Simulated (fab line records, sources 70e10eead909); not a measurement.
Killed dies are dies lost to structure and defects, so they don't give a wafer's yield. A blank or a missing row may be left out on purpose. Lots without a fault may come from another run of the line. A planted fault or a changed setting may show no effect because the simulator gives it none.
Chamber matching | flow nand_harc | NHARC_A_CHANNEL_FILL_D2_ETCHBACK_19 on rie_si-01: 4 sister chambers
The step etches the open film in HBr/Cl2, target depth 5 nm, time 1.7 s. 7 wafers are shown with their chamber, then 7 later ones without.

WAFERS WITH THEIR CHAMBER
wafer  | chamber | oes_product_au (a.u.) | throttle_valve_pct (%)
L077.2 | 3       | 1.016                 | 26.411
L082.2 | 2       | 0.997                 | 26.426
L082.4 | 1       | 0.999                 | 26.407
L086.1 | 1       | 1.009                 | 26.395
L086.5 | 0       | 0.983                 | 26.405
L090.1 | 0       | 1.010                 | 26.397
L090.3 | 2       | 1.000                 | 26.413

WAFERS WITHOUT THEIR CHAMBER
wafer  | oes_product_au (a.u.) | throttle_valve_pct (%)
L090.6 | 1.003                 | 26.411
L092.2 | 0.981                 | 26.412
L092.3 | 1.002                 | 26.394
L092.4 | 0.985                 | 26.405
L095.1 | 0.986                 | 26.418
L095.5 | 0.989                 | 26.406
L095.6 | 0.997                 | 26.404

WHICH CHAMBER EACH WENT THROUGH
wafer  | from the rows above               | in truth
L090.6 | can't be placed: 3 or 2 or 1 or 0 | 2
L092.2 | can't be placed: 2 or 0 or 1 or 3 | 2
L092.3 | can't be placed: 1 or 0 or 3      | 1
L092.4 | can't be placed: 0 or 1 or 2 or 3 | 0
L095.1 | can't be placed: 2 or 0 or 1 or 3 | 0
L095.5 | can't be placed: 0 or 1 or 2 or 3 | 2
L095.6 | can't be placed: 0 or 1 or 3 or 2 | 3
Placed correctly: 0 of 7. Can't be placed from these rows: 7 (the true chamber is among the candidates in 7). Placed wrongly: 0.
How it was worked out, from the rows above alone: a wafer's distance from a chamber is the root of the sum, over the readings, of the square of ((its reading less the chamber's mean) divided by the reading's scatter). The wafer belongs to the nearest chamber; if the next one is less than 2 further off, it can't be placed. A chamber's mean is the mean of its shown wafers. The scatter: the root of (the sum of the squares of (reading less its chamber's mean) over the shown wafers, divided by (wafers less chambers)).
